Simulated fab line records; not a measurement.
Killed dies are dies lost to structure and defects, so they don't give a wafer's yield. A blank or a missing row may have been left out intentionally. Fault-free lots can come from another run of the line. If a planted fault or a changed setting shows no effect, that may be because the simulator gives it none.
Split-lot study    flow n5_finfet    21 wafers read from 7 lots, route of 1938 steps

## THE SPLIT ITSELF
At N5_FIN_SAQP_PECVD_48 (deposits SiNx from SiH4/NH3/N2, target thk 25 nm, time 22.1 s), the setting time_s was moved away from the recipe's 22.1 s on 6 of the 21 wafers read, by -4.4% to +13.5%. This setting was run at the recipe's value on the other wafers.

## FROM THE SPLIT TO THE READING: what the file shows between them, 2 steps
- N5_FIN_SAQP_PECVD_06: deposits a-Si from SiH4/He, target thk 60 nm, time 48.1 s
- N5_FIN_SAQP_MANDREL1_REMOVE_56: chemistry HBr/Cl2/O2, target a-Si, stops on SiNx, bt time 10 s

## THE READING
etch.depth_nm (the simulator's own value, which no gauge read), in nm, at N5_FIN_SAQP_ETCH_57 (etches SiNx in CH3F/O2, target depth 32.5 nm, time 46.4 s). No usual value for it is given in the file. Across the 15 wafers here that went through the recipe, the average is 24.96 nm and the standard deviation 0.42 nm.

wafer   tool, chamber at the split  time_s as run, s  against the recipe  etch.depth_nm, nm  against lot-mates on the recipe
L080.1  pecvd-04, 1                 22.1              recipe              25.44              -
L080.2  pecvd-04, 0                 22.1              recipe              24.36              -
L080.3  pecvd-04, 1                 22.1              recipe              25.4               -
L081.2  pecvd-01, 1                 21.14             -4.3%               23.58              -1.74
L081.5  pecvd-01, 0                 22.1              recipe              25.64              -
L081.6  pecvd-01, 1                 22.1              recipe              25                 -
L083.4  pecvd-03, 1                 22.1              recipe              25.11              -
L083.5  pecvd-03, 0                 22.1              recipe              25.74              -
L083.6  pecvd-03, 2                 24.59             +11.3%              27.86              +2.44
L084.1  pecvd-04, 0                 21.13             -4.4%               23.41              -1.28
L084.4  pecvd-04, 1                 21.13             -4.4%               24.22              -0.47
L084.6  pecvd-04, 0                 22.1              recipe              24.69              -
L086.1  pecvd-03, 1,0               22.1              recipe              24.47              -
L086.3  pecvd-03, 1,0               22.1              recipe              24.47              -
L086.5  pecvd-03, 1                 22.1              recipe              25.04              -
L093.2  pecvd-01, 2                 22.1              recipe              24.87              -
L093.3  pecvd-01, 1                 25.08             +13.5%              27.79              +2.92
L093.5  pecvd-01, 1                 25.08             +13.5%              28.33              +3.46
L095.3  pecvd-03, 1                 22.1              recipe              24.85              -
L095.4  pecvd-03, 1                 22.1              recipe              24.6               -
L095.6  pecvd-03, 2                 22.1              recipe              24.67              -
If several chambers appear in one row, that row covers several wafers at once and the file leaves open which wafer was in which chamber.

THE FIT
A straight line over all 21 wafers: etch.depth_nm changes by +0.243 nm for each +1% of time_s; r = +0.95; the points scatter about the line by 0.42 nm.
The same after taking each lot's own level away (the mean of its wafers on the recipe; 21 wafers): +0.236 nm for each +1%; r = +0.96; scatter 0.36 nm.
That fit puts the effect of the largest move of time_s on the reading at 3.2 nm.
Across the lots, their own levels run from 24.660 to 25.425 nm, a range of 1.8 times the standard deviation given above.
So the lot-to-lot level changes the slope little: the two slopes agree.
Check: with one of the wafers moved furthest among these (+13.5%) left out of the fit, the line predicts +3.28 nm for it against its lot-mates. Against them it came out at +2.92 nm.

## THE OTHER SPLITS THESE WAFERS WENT THROUGH
Before the reading, these wafers also passed through other splits. Each is held against what the fit with the lots' levels taken away leaves over:
other split on the same wafers            wafers away from the commonest value  r with etch.depth_nm (lot level and that fit taken away)
N5_PMOS_HMC_CHANNEL_EPI_COAT_31 spin_rpm  8                                     +0.04
N5_FIN_SAQP_ALD_61 ald_cycles             6                                     +0.05

## THE WHOLE CHAIN: every reading that the file lists as answering this split, in the file's order
step                  what it does                                                   reading                                                                            change (the file's fit)                r (the file's)
N5_FIN_SAQP_PECVD_48  deposits SiNx from SiH4/NH3/N2, target thk 25 nm, time 22.1 s  SiNx_of_FIN_SAQP_PECVD_48.thk_nm (the simulator's own value, which no gauge read)  +0.236 nm for each +1% of the setting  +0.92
N5_FIN_SAQP_ETCH_57   etches SiNx in CH3F/O2, target depth 32.5 nm, time 46.4 s      etch.depth_nm (the simulator's own value, which no gauge read)                     +0.236 nm for each +1% of the setting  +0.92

## THE FILE'S OWN FIT
etch.depth_nm changes by +0.236 nm for each +1% of time_s, r = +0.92.
